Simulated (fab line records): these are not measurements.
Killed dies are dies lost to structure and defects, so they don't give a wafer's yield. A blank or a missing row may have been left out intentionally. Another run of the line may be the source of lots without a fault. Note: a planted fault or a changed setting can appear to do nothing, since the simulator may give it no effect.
Matching of chambers | flow n5Finfet | rieSi-06 running N5_FIN_SAQP_MANDREL_ETCH_58: 4 sister chambers
The step etches a-Si in HBr/Cl2, stops on SiNx, target depth 45 nm, bt time 10 s, time 27 s. 4 wafers are shown with their chamber, then 12 later ones without.

== WAFERS, EACH WITH ITS CHAMBER ==
wafer  | chamber | drypumpMotorCurrentA (A)
L079.2 | 0       | 5.6
L081.2 | 3       | 5.8
L081.3 | 1       | 5.3
L081.4 | 2       | 5.0

== WAFERS WITH NO CHAMBER GIVEN ==
wafer  | drypumpMotorCurrentA (A)
L084.1 | 5.3
L084.3 | 5.8
L084.5 | 5.3
L086.1 | 5.3
L086.4 | 5.9
L086.5 | 5.3
L090.1 | 5.0
L090.4 | 5.6
L090.6 | 5.6
L094.2 | 5.3
L094.4 | 5.9
L094.5 | 5.8

== CHAMBER TAKEN BY EACH ==
wafer  | from the rows above | in truth
L084.1 | 1                   | 1
L084.3 | 3                   | 3
L084.5 | 1                   | 1
L086.1 | 1                   | 1
L086.4 | 3                   | 3
L086.5 | 1                   | 1
L090.1 | 2                   | 2
L090.4 | 0                   | 0
L090.6 | 0                   | 0
L094.2 | 1                   | 1
L094.4 | 3                   | 3
L094.5 | 3                   | 3
Correct placement for 12 of the 12. Left unplaced by these rows: 0. 0 placed wrongly.
How it was worked out, from the rows above alone: a wafer's distance from a chamber is the root of the sum, over the readings, of the square of ((its reading less the chamber's mean) divided by the reading's scatter). The wafer belongs to the nearest chamber; if the next one is less than 2 further off, it can't be placed. A chamber's mean is the mean of its shown wafers. The scatter (one wafer shown for each chamber): square how far every hidden wafer sits from the nearest shown wafer, average those squares and take the square root.
